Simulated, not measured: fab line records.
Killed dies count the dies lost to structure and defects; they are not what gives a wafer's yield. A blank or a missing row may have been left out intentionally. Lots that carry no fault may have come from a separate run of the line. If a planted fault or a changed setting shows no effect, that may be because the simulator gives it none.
fab line records	flow nand-harc
record lots=12	wafers=36	last-day=24
route steps=1159 shown A_WL_FILL@829 A_CONTACT@855 END@1159
lots that met no fault: from a run of the same line without faults
start-h: hours from the record's opening day to when the first of the lot's shown wafers began	wait-h: hours elapsed since this lot's preceding step	" same as the row above	L1.1+2: a single row standing in for several wafers	- no value, or no start given	* or withheld: withheld	< > ~ a bound
route shown NAME@n: NAME is a module with steps in the file, n the number in the route of the first one	usual: mean/standard deviation of fault-free wafers	same: alike in all rows	chamber/n: place in a boat	sites: the reading at each site	_std_site: the standard deviation of these	_edge_site: inner sites' mean taken away from outer sites' mean	radius-mm: how far each site lies from the wafer's centre	mask NAME#n: copy n	behind: the tool/chamber that last shaped the wafer	hold: why the lot went on hold/how many hours it stayed there/how the hold came to an end	device: the n, p or np transistor that did not switch	end of line: the tests these same wafers got at the end of their route	where a step has no rows: the recipe by itself	killed: not the wafer's yield, but the dies lost to structure and defects at the first sort	map: per-die view of a wafer (x killed, . not killed, _ where there is no die)
set.NAME: setting as actually run; set.NAME@STEP: the setting as run at that earlier step	model.NAME: the simulator's own value behind a step, which no gauge read
the route's steps for a sample of lots (tables are steps, rows are wafers)
services: a tool's chamber out of use, with start hour (start-h, from the record's first day; less than 0 if before it), hours out, and reason
## steps
# step NHARC_A_WL_FILL_ETCHBACK_26
# recipe target-depth-a=520	time-s=13.3	hbr-flow-sccm=150	rf-w=350	icp-w=350	bias-w=60	chemistry=HBr
# usual bias-w=60.00/0.2	drypump-motor-current-A=5.8/0.45	oes-product-au=1.001/0.014	throttle-valve-pct=23.267/0.0089
lot.wafer	tool	chamber	start-h	wait-h	bias-w	drypump-motor-current-A	oes-product-au	rf-hours-counter-h	throttle-valve-pct
L239.3	rie-si-06	1	355.08	0.4	59.95	5.9	1.012	1.2	23.262
L239.4	"	3	"	"	59.93	5.0	1.012	1.2	23.269
L239.5	"	1	"	"	59.81	5.9	1.017	-	23.279
L240.3	rie-si-01	3	363.96	0.4	60.28	6.4	0.985	0.5	23.247
L240.4	"	1	"	"	59.76	5.5	1.013	0.3	23.255
L240.5	"	3	"	"	60.20	6.4	0.994	-	23.274
L241.4	rie-si-04	2	364.04	0.5	60.04	6.0	1.005	0.8	23.277
L241.1	"	3	"	"	60.44	5.0	0.985	0.6	23.279
L241.3	"	0	"	"	59.98	5.7	0.996	0.7	23.267
L243.2	rie-si-01	1	374.23	0.4	59.49	5.5	1.007	0.4	23.267
L243.1	"	2	"	"	60.00	5.9	0.987	0.5	23.262
L243.4	"	0	"	"	60.09	5.8	0.989	0.4	23.275
L245.2	rie-si-06	2	390.64	0.4	59.91	6.1	1.025	0.1	23.279
L245.3	"	3	"	"	60.15	5.1	1.019	0.1	23.271
L245.5	"	1	"	"	59.88	6.0	0.994	-	23.273
L244.2	rie-si-01	1	390.64	0.4	59.90	5.6	1.008	0.5	23.265
L244.4	"	2	"	"	60.54	5.8	0.999	0.6	23.262
L244.5	"	3	"	"	60.26	6.4	0.998	-	23.264
L247.3	rie-si-06	1	414.63	0.4	59.76	6.0	0.999	0.2	23.271
L247.5	"	1	"	"	59.63	6.0	1.000	-	23.289
L247.6	"	2	"	"	59.86	6.1	1.028	-	23.259
L251.2	rie-si-04	3	436.54	0.4	59.97	5.0	0.983	1.1	23.269
L251.3	"	0	"	"	59.59	5.7	1.006	1.2	23.261
L251.6	"	2	"	"	60.08	6.0	1.000	-	23.286
L253.1	rie-si-01	3	450.33	0.4	59.98	6.4	0.989	1.0	23.265
L253.2	"	2	"	"	59.90	5.9	1.000	1.0	23.268
L253.5	"	3	"	"	59.88	6.4	0.991	-	23.280
L258.2	rie-si-04	2	478.01	0.4	60.01	6.0	1.006	0.2	23.268
L258.1	"	3	"	"	59.95	5.0	0.977	0.1	23.267
L258.5	"	3	"	"	60.20	5.1	0.976	-	23.274
L259.2	rie-si-01	0	478.03	0.4	60.05	5.9	1.009	1.2	23.278
L259.3	"	1	"	"	60.15	5.5	0.996	1.2	23.265
L259.1	"	2	"	"	59.95	5.9	0.995	1.2	23.257
L260.3	rie-si-06	0	480.98	0.4	59.92	6.4	1.022	0.9	23.264
L260.2	"	2	"	"	60.32	6.1	1.025	0.7	23.262
L260.6	"	3	"	"	59.89	5.1	1.025	-	23.254
# step NHARC_A_CONTACT_OVL_MEAS_43
# usual overlay-x-nm=0.2/0.89	overlay-y-nm=0.0/0.99
lot.wafer	tool	chamber	start-h	wait-h	overlay-x-nm	overlay-y-nm
L239.3	overlay-02	-	364.83	-	0.5	-0.3
L239.4	"	-	"	"	0.3	-0.3
L239.5	"	-	"	"	-0.6	-0.8
L240.3	overlay-02	-	378.06	-	0.0	-0.3
L240.4	"	-	"	"	1.0	-0.3
L240.5	"	-	"	"	0.5	-0.6
L241.1	overlay-02	-	380.26	-	0.6	-1.3
L241.3	"	-	"	"	0.5	-1.2
L241.4	"	-	"	"	0.0	-1.3
L243.1	overlay-01	-	385.45	-	-1.5	0.4
L243.2	"	-	"	"	-0.9	-0.2
L243.4	"	-	"	"	-0.8	0.1
L245.2	overlay-01	-	402.64	-	-0.4	-0.5
L245.3	"	-	"	"	-0.5	-0.8
L245.5	"	-	"	"	-0.9	-0.1
L244.2	overlay-02	-	404.83	-	0.4	-0.7
L244.4	"	-	"	"	-0.1	0.2
L244.5	"	-	"	"	0.7	0.2
L247.3	overlay-02	-	429.01	-	0.5	0.6
L247.5	"	-	"	"	0.1	0.2
L247.6	"	-	"	"	0.3	0.2
L251.2	overlay-01	-	450.47	-	1.7	0.3
L251.3	"	-	"	"	1.8	0.0
L251.6	"	-	"	"	1.1	0.1
L253.1	overlay-01	-	464.75	-	-0.9	1.6
L253.2	"	-	"	"	-0.6	1.2
L253.5	"	-	"	"	-1.4	1.1
L259.1	overlay-01	-	491.55	-	-1.1	1.0
L259.2	"	-	"	"	-1.5	0.6
L259.3	"	-	"	"	-0.7	1.2
L258.1	overlay-02	-	493.74	-	1.6	0.4
L258.2	"	-	"	"	1.4	0.1
L258.5	"	-	"	"	1.5	0.5
L260.2	overlay-01	-	496.85	-	-0.4	-0.8
L260.3	"	-	"	"	-1.6	-0.2
L260.6	"	-	"	"	-1.6	-1.9
# step NHARC_A_CONTACT_ETCH_51
# recipe target-depth-a=36000	over-etch-frac=0.3	time-s=936	ion-energy-ev=150	o2-flow-sccm=400	cos-flow-sccm=20	ar-flow-sccm=0	rf-w=500	bias-w=300	chemistry=O2/COS
# usual bias-w=300.2/0.9	drypump-motor-current-A=5.9/0.54	o2-flow-sccm=400.1/1.1	oes-product-au=1.000/0.0094	rf-vpp-V=314.2/1.9	showerhead-plenum-p-Torr=3.13/0.12	throttle-valve-pct=28.330/0.0093
lot.wafer	tool	chamber	start-h	wait-h	bias-w	drypump-motor-current-A	o2-flow-sccm	oes-product-au	rf-hours-counter-h	rf-vpp-V	showerhead-plenum-p-Torr	throttle-valve-pct
L239.4	rie-diel-12	1	365.58	-	300.0	5.4	399.7	1.007	59	315.2	3.17	28.329
L239.3	"	2	"	"	300.6	5.7	398.4	0.993	59	312.4	2.97	28.327
L239.5	"	1	"	"	300.2	5.3	400.0	1.013	-	315.0	3.17	28.319
L240.3	rie-diel-01	0	378.94	-	298.9	5.7	400.1	1.003	13	313.7	3.09	28.340
L240.4	"	1	"	"	301.2	5.4	400.4	1.002	12	316.3	3.25	28.341
L240.5	"	3	"	"	298.6	6.2	402.0	0.991	-	314.1	3.03	28.322
L241.1	rie-diel-02	3	383.86	-	299.3	6.1	399.6	0.996	19	314.9	3.23	28.322
L241.3	"	0	"	"	300.0	6.6	402.0	0.984	16	311.9	3.04	28.323
L241.4	"	1	"	"	298.5	6.7	400.2	0.998	16	312.8	3.05	28.335
L243.2	rie-diel-02	3	386.36	-	301.4	6.2	400.9	1.000	21	314.4	3.23	28.325
L243.4	"	1	"	"	300.5	6.7	399.4	1.007	18	312.4	3.05	28.328
L243.1	"	2	"	"	300.2	5.4	399.1	0.998	21	317.7	3.36	28.323
L245.3	rie-diel-01	3	403.40	-	300.1	6.2	398.9	0.996	18	314.9	3.03	28.317
L245.2	"	1	"	"	299.3	5.4	398.5	0.999	18	316.6	3.25	28.329
L245.5	"	3	"	"	300.4	6.2	399.2	0.990	-	311.0	3.03	28.329
L244.4	rie-diel-01	0	405.56	-	299.3	5.7	399.8	1.015	20	313.2	3.09	28.313
L244.2	"	3	"	"	301.1	6.2	399.2	0.995	19	313.1	3.02	28.326
L244.5	"	1	"	"	299.3	5.4	400.7	1.015	-	316.4	3.25	28.329
L247.3	rie-diel-02	1	430.00	-	299.5	6.7	398.6	0.998	32	313.7	3.05	28.309
L247.6	"	3	"	"	299.4	6.2	399.0	1.001	-	316.0	3.22	28.330
L247.5	"	0	"	"	299.3	6.6	401.7	0.993	-	313.0	3.03	28.317
L251.2	rie-diel-02	3	451.30	-	300.9	6.1	398.2	0.999	46	315.6	3.21	28.330
L251.3	"	0	"	"	299.8	6.5	400.3	0.996	41	312.6	3.02	28.331
L251.6	"	1	"	"	298.2	6.7	400.8	1.000	-	313.7	3.04	28.340
L253.1	rie-diel-01	0	465.45	-	300.3	5.6	400.2	1.000	30	314.0	3.08	28.329
L253.2	"	2	"	"	301.9	5.1	401.1	1.007	28	311.9	3.02	28.335
L253.5	"	1	"	"	299.7	5.4	398.5	0.806	-	315.1	3.24	28.339
L259.1	rie-diel-02	3	492.40	-	300.0	6.1	400.5	1.000	62	314.2	3.21	28.312
L259.3	"	0	"	"	301.5	6.5	401.0	0.982	57	313.8	3.02	28.339
L259.2	"	1	"	"	300.4	6.7	398.1	1.000	58	314.3	3.03	28.331
L258.1	rie-diel-02	2	494.44	-	300.5	5.4	400.4	1.013	63	317.6	3.34	28.353
L258.2	"	1	"	"	300.0	6.7	398.8	0.999	59	312.1	3.03	28.331
L258.5	"	2	"	"	300.5	5.4	400.9	1.006	-	317.5	3.34	28.322
L260.3	rie-diel-02	3	499.50	-	300.7	6.1	400.1	1.002	67	315.7	3.20	28.327
L260.2	"	1	"	"	301.2	6.7	401.2	1.005	61	312.9	3.03	28.348
L260.6	"	3	"	"	301.7	6.1	400.9	0.997	-	314.8	3.20	28.337
# step NHARC_A_CONTACT_ETCH_118
# recipe source-w=withheld	pressure-mtorr=20	bias-v=3000	time-s=94	target-depth-a=9220	ar-flow-sccm=withheld	c4f8-flow-sccm=withheld	o2-flow-sccm=withheld	chemistry=C4F8/O2/Ar
# usual oes-air-line-au=1.000/0.02
lot.wafer	tool	chamber	start-h	wait-h	oes-air-line-au	rf-hours-counter-h
L239.4	har-cap-etch-01	1	367.01	0.1	1.019	-
L239.3	"	0	"	"	1.011	-
L239.5	"	0	"	"	0.999	-
L240.3	har-cap-etch-03	0	380.31	0.1	0.981	-
L240.4	"	1	"	"	1.001	-
L240.5	"	1	"	"	0.997	-
L241.1	har-cap-etch-01	1	385.21	0.1	0.970	59
L241.3	"	0	"	"	1.001	-
L241.4	"	1	"	"	0.968	-
L243.2	har-cap-etch-01	0	387.78	0.1	0.996	60
L243.1	"	1	"	"	1.010	60
L243.4	"	0	"	"	1.029	-
L245.2	har-cap-etch-03	0	404.74	0.1	1.020	87
L245.3	"	1	"	"	0.996	-
L245.5	"	0	"	"	0.996	-
L244.2	har-cap-etch-02	0	406.98	0.1	1.022	16
L244.4	"	1	"	"	1.001	-
L244.5	"	0	"	"	1.010	-
L247.3	har-cap-etch-02	0	431.30	0.1	1.027	-
L247.6	"	0	"	"	1.031	-
L247.5	"	1	"	"	0.977	-
L251.2	har-cap-etch-02	0	452.58	0.1	1.016	24
L251.3	"	0	"	"	1.003	-
L251.6	"	1	"	"	0.979	-
L253.2	har-cap-etch-03	0	466.86	0.1	1.001	98
L253.1	"	1	"	"	0.991	98
L253.5	"	0	"	"	1.020	-
L259.2	har-cap-etch-01	1	493.79	0.1	0.961	75
L259.1	"	0	"	"	0.999	75
L259.3	"	1	"	"	1.005	-
L258.1	har-cap-etch-02	0	495.85	0.1	1.004	32
L258.2	"	1	"	"	1.019	32
L258.5	"	1	"	"	1.021	-
L260.2	har-cap-etch-01	0	500.89	0.1	0.994	76
L260.3	"	0	"	"	1.017	-
L260.6	"	0	"	"	0.981	-
# step NHARC_END_SORT_01
# recipe temp-c=25
# usual killed-at-array=27/11	killed-at-other=0.6/1	killed-at-periphery=3.0/2.1	killed-dies=31/12	killed-open=3.2/1.7	killed-short=1.7/1.4
# same gross-dies=677
lot.wafer	tool	chamber	start-h	wait-h	killed-at-array	killed-at-other	killed-at-periphery	killed-dies	killed-open	killed-short
L253.1	prober-02	0	540.05	2.5	22	0	5	27	4	3
L253.2	prober-02	0	540.85	2.8	32	1	3	36	6	2
L253.5	prober-02	0	543.24	3.7	674	1	2	677	7	1
# killed by level:class
L253.1 A_CHANNEL_HOLE_D1:chamber-film-flake=11 A_CONTACT:chamber-film-flake=4 P_CONTACT:geometric-particle:open=3 A_SLIT:chamber-film-flake=2 P_M1:geometric-particle:short=1 A_SGD_CUT:geometric-particle:short=1 A_WL_FILL:geometric-particle:short=1 A_CONTACT:geometric-particle:open=1
L253.2 A_CHANNEL_HOLE_D1:chamber-film-flake=19 A_CONTACT:chamber-film-flake=3 P_M0:geometric-particle:open=2 A_SOURCE_PLATE:geometric-particle:open=2 A_CONTACT:geometric-particle:open=2 A_STAIRCASE:chamber-film-flake=2 A_SLIT:chamber-film-flake=2 P_M1:geometric-particle:short=1
L253.5 A_CONTACT:area-etch=645 A_CHANNEL_HOLE_D1:chamber-film-flake=17 A_STAIRCASE:chamber-film-flake=3 P_M0:geometric-particle:open=2 A_CONTACT:chamber-film-flake=2 A_SOURCE_PLATE:geometric-particle:open=1 A_WL_FILL:geometric-particle:short=1 A_CONTACT:geometric-particle:open=1
## services
tool	chamber	start-h	hours	kind
rie-si-04	1	333.86	1.0	repair
rie-diel-02	0	337.00	-	clean
rie-diel-02	1	337.00	-	clean
rie-diel-02	2	337.00	-	clean
rie-diel-02	2	337.00	-	consumable-replace:showerhead
rie-diel-02	3	337.00	-	clean
rie-si-06	3	337.86	2.6	repair
rie-si-06	-	360.03	9.0	pm
rie-diel-02	0	362.60	-	clean
rie-diel-02	1	362.60	-	clean
rie-diel-02	2	362.60	-	clean
rie-diel-02	3	362.60	-	clean
rie-diel-12	-	379.62	9.0	pm
rie-diel-02	0	387.26	-	clean
rie-diel-12	0	412.71	46.5	repair
har-cap-etch-01	-	420.51	0.6	repair
rie-diel-01	1	432.22	3.1	repair
rie-si-04	3	449.71	5.3	repair
rie-si-04	-	453.00	9.0	pm
rie-si-01	2	473.22	1.3	repair
rie-si-01	-	481.00	9.0	pm
rie-diel-01	2	485.49	7.9	repair
rie-si-04	0	487.73	1.5	repair
rie-diel-01	-	492.13	9.0	pm
## key
first-sign step=NHARC_A_CONTACT_ETCH_51	reading=oes-product-au	direction=down	sigmas=21	usual=1.000	struck=0.806
effect step=NHARC_END_SORT_01	reading=killed-at-array	direction=up	sigmas=57	usual=27	struck=674
more-kills-born-at NHARC_A_CONTACT_ETCH_51@rie-diel-01=645
met-at NHARC_A_CONTACT_ETCH_51
struck-lots L253
struck-wafers L253.5
later-rows-left-out L253.5
tester-left-out L253
not-acting-at NHARC_A_WL_FILL_ETCHBACK_26,NHARC_A_CONTACT_OVL_MEAS_43,NHARC_A_CONTACT_ETCH_118
onset-between 405.56 465.45
fault kind=process-parameter-drift	tool=rie-diel-01	chamber=-	onset-h=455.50	steps=NHARC_A_CONTACT_ETCH_51	channel=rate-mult	offset=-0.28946	shape=step	end-h=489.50	scope=struck-wafers-only
# tester-left-out: of these lots the tester's yield and bins aren't shown, on N5 and GAA mostly nor the transistor test; their killed dies are dies lost to structure and defects alone, not to doping, threshold or leakage, so they don't give the yield
# later-rows-left-out: the simulator's readings of these wafers behind a module that went badly wrong aren't trusted and aren't shown, but for the sort
